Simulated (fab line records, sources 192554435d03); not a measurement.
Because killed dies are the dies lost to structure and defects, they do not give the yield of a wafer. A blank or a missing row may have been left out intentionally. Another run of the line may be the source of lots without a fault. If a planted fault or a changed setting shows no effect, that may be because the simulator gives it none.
Matching of chambers || flow n5_finfet || N5_BEOL_M9_DEP_56 on pecvd-01: 3 sister chambers
The step deposits SiCN from 3MS/NH3, target thk 15 nm, time 26.5 s. 3 wafers are shown with their chamber, then 12 later ones without.

## WAFERS, EACH WITH ITS CHAMBER
{"wafer": "L084.4", "chamber": 2, "showerhead_plenum_p_Torr (Torr)": 3.658}
{"wafer": "L086.4", "chamber": 1, "showerhead_plenum_p_Torr (Torr)": 3.639}
{"wafer": "L086.6", "chamber": 0, "showerhead_plenum_p_Torr (Torr)": 3.640}

## WAFERS MISSING THEIR CHAMBER
{"wafer": "L090.1", "showerhead_plenum_p_Torr (Torr)": 3.666}
{"wafer": "L090.2", "showerhead_plenum_p_Torr (Torr)": 3.649}
{"wafer": "L090.6", "showerhead_plenum_p_Torr (Torr)": 3.648}
{"wafer": "L091.1", "showerhead_plenum_p_Torr (Torr)": 3.645}
{"wafer": "L091.3", "showerhead_plenum_p_Torr (Torr)": 3.675}
{"wafer": "L091.5", "showerhead_plenum_p_Torr (Torr)": 3.654}
{"wafer": "L094.1", "showerhead_plenum_p_Torr (Torr)": 3.664}
{"wafer": "L094.5", "showerhead_plenum_p_Torr (Torr)": 3.645}
{"wafer": "L094.6", "showerhead_plenum_p_Torr (Torr)": 3.652}
{"wafer": "L096.2", "showerhead_plenum_p_Torr (Torr)": 3.647}
{"wafer": "L096.3", "showerhead_plenum_p_Torr (Torr)": 3.657}
{"wafer": "L096.5", "showerhead_plenum_p_Torr (Torr)": 3.668}

## THE CHAMBER EACH PASSED THROUGH
{"wafer": "L090.1", "from the rows above": 2, "in truth": 2}
{"wafer": "L090.2", "from the rows above": "can't be placed: 0 or 2 or 1", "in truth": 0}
{"wafer": "L090.6", "from the rows above": "can't be placed: 0 or 1 or 2", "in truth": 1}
{"wafer": "L091.1", "from the rows above": "can't be placed: 0 or 1 or 2", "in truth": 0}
{"wafer": "L091.3", "from the rows above": 2, "in truth": 2}
{"wafer": "L091.5", "from the rows above": "can't be placed: 2 or 0 or 1", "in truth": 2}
{"wafer": "L094.1", "from the rows above": 2, "in truth": 2}
{"wafer": "L094.5", "from the rows above": "can't be placed: 0 or 1 or 2", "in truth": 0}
{"wafer": "L094.6", "from the rows above": "can't be placed: 2 or 0 or 1", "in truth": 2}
{"wafer": "L096.2", "from the rows above": "can't be placed: 0 or 1 or 2", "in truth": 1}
{"wafer": "L096.3", "from the rows above": "can't be placed: 2 or 0", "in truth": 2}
{"wafer": "L096.5", "from the rows above": 2, "in truth": 2}
4 of 12 placed correctly. Can't be placed from these rows: 8 (the true chamber is among the candidates in 8). Wrongly placed: 0.
How it was worked out, from the rows above alone: a wafer's distance from a chamber is the root of the sum, over the readings, of the square of ((its reading less the chamber's mean) divided by the reading's scatter). The wafer belongs to the nearest chamber; if the next one is less than 2 further off, it can't be placed. A chamber's mean is the mean of its shown wafers. The scatter (one wafer shown for each chamber): square how far every hidden wafer sits from the nearest shown wafer, average those squares and take the square root.
